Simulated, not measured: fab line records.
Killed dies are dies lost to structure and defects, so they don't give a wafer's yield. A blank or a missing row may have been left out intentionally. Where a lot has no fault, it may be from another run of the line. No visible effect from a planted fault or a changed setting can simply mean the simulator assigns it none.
Split-lot trial | flow n5-finfet | 21 wafers read across 7 lots, on a route 1938 steps long

## SPLIT DETAILS
At N5_MOL_CONTACT_COAG_COAT_34 (resist thk 40 nm), the setting spin-rpm was moved away from the recipe's 1500 rpm on 9 of the 21 wafers read, by -4.8% to +8.9%. This setting was run at the recipe's value on the other wafers.

## FROM THE SPLIT TO THE READING: what the file shows between them, 3 steps
- N5_MOL_CONTACT_COAG_EBR_36
- N5_MOL_CONTACT_COAG_SOFTBAKE_35: time 60 s
- N5_MOL_CONTACT_COAG_DESCUM_45: chemistry O2, time 7 s

## THE READING
CAR-EUV_of_MOL_CONTACT_COAG_COAT_34.thk-nm (the simulator's own value, which no gauge read), in nm, at N5_MOL_CONTACT_COAG_ETCH_65 (etches underlayer in N2/H2, target depth 13 nm, time 10.4 s). The file does not state a usual value for it. The 12 wafers here that ran the recipe average 24.7 nm, standard deviation 0.22 nm.

wafer  | tool, chamber at the split | spin-rpm as run, rpm | against the recipe | CAR-EUV_of_MOL_CONTACT_COAG_COAT_34.thk-nm, nm | against lot-mates on the recipe
L077.2 | litho-track-03, 0          | 1633                 | +8.9%              | 23.4                                           | -1.2
L077.3 | litho-track-03, 0          | 1500                 | recipe             | 24.6                                           | -
L077.4 | litho-track-03, 0          | 1633                 | +8.9%              | 23.2                                           | -1.4
L080.2 | litho-track-03, 0          | 1595                 | +6.3%              | 23.8                                           | -1.0
L080.4 | litho-track-03, 0          | 1500                 | recipe             | 24.8                                           | -
L080.5 | litho-track-03, 0          | 1595                 | +6.3%              | 23.4                                           | -1.4
L084.1 | litho-track-01, 0          | 1633                 | +8.9%              | 22.2                                           | -2.4
L084.2 | litho-track-01, 0          | 1500                 | recipe             | 24.6                                           | -
L084.4 | litho-track-01, 0          | 1633                 | +8.9%              | 22.4                                           | -2.2
L085.2 | litho-track-03, 0          | 1500                 | recipe             | 24.6                                           | -
L085.4 | litho-track-03, 0          | 1500                 | recipe             | 24.2                                           | -
L085.5 | litho-track-03, 0          | 1607                 | +7.1%              | 23.2                                           | -1.2
L087.2 | litho-track-01, 0          | 1500                 | recipe             | 24.6                                           | -
L087.3 | litho-track-01, 0          | 1428                 | -4.8%              | 26                                             | +1.4
L087.5 | litho-track-01, 0          | 1428                 | -4.8%              | 26                                             | +1.4
L090.2 | litho-track-02, 0          | 1500                 | recipe             | 24.6                                           | -
L090.3 | litho-track-02, 0          | 1500                 | recipe             | 24.4                                           | -
L090.5 | litho-track-02, 0          | 1500                 | recipe             | 24.6                                           | -
L091.1 | litho-track-03, 0          | 1500                 | recipe             | 25                                             | -
L091.4 | litho-track-03, 0          | 1500                 | recipe             | 24.8                                           | -
L091.6 | litho-track-03, 0          | 1500                 | recipe             | 25                                             | -

THE FIT
A straight line over all 21 wafers: CAR-EUV_of_MOL_CONTACT_COAG_COAT_34.thk-nm changes by -0.215 nm for each +1% of spin-rpm; r = -0.95; the points scatter about the line by 0.32 nm.
The same after taking each lot's own level away (the mean of its wafers on the recipe; 21 wafers): -0.213 nm for each +1%; r = -0.96; scatter 0.29 nm.
The reading moves by 1.9 nm for the largest change in spin-rpm, on that fit.
From 24.40 to 24.93 nm: that is the span of the lots' own levels, equal to 2.4 times the standard deviation above.
The two slopes are in agreement: the lot-to-lot level therefore moves the slope only a little.
Check: -1.92 nm against its lot-mates is what the line predicts for one of the wafers moved furthest among these (+8.9%) when that wafer is left out of the fit. It came out at -1.2 nm against them.

## FURTHER SPLITS ON THESE WAFERS
Note: prior to the reading, these wafers also went through further splits. Each is held against what the fit with the lots' levels taken away leaves over:
other split on the same wafers       | wafers away from the commonest value | r with CAR-EUV_of_MOL_CONTACT_COAG_COAT_34.thk-nm (lot level and that fit taken away)
N5_MOL_CONTACT_COAG_ETCH_110 bias-w  | 7                                    | +0.33
N5_MOL_CONTACT_COAG_COAT_64 spin-rpm | 12                                   | +0.82

## THE WHOLE CHAIN: every reading that the file lists as answering this split, in the file's order
step                        | what it does                                                | reading                                                                                     | change (the file's fit)               | r (the file's)
N5_MOL_CONTACT_COAG_COAT_34 | resist thk 40 nm                                            | CAR-EUV_of_MOL_CONTACT_COAG_COAT_34.thk-nm (the simulator's own value, which no gauge read) | -0.191 nm for each +1% of the setting | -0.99
N5_MOL_CONTACT_COAG_ETCH_65 | etches underlayer in N2/H2, target depth 13 nm, time 10.4 s | CAR-EUV_of_MOL_CONTACT_COAG_COAT_34.thk-nm (the simulator's own value, which no gauge read) | -0.202 nm for each +1% of the setting | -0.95

## THE FILE'S OWN FIT
CAR-EUV_of_MOL_CONTACT_COAG_COAT_34.thk-nm changes by -0.202 nm for each +1% of spin-rpm, r = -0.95.
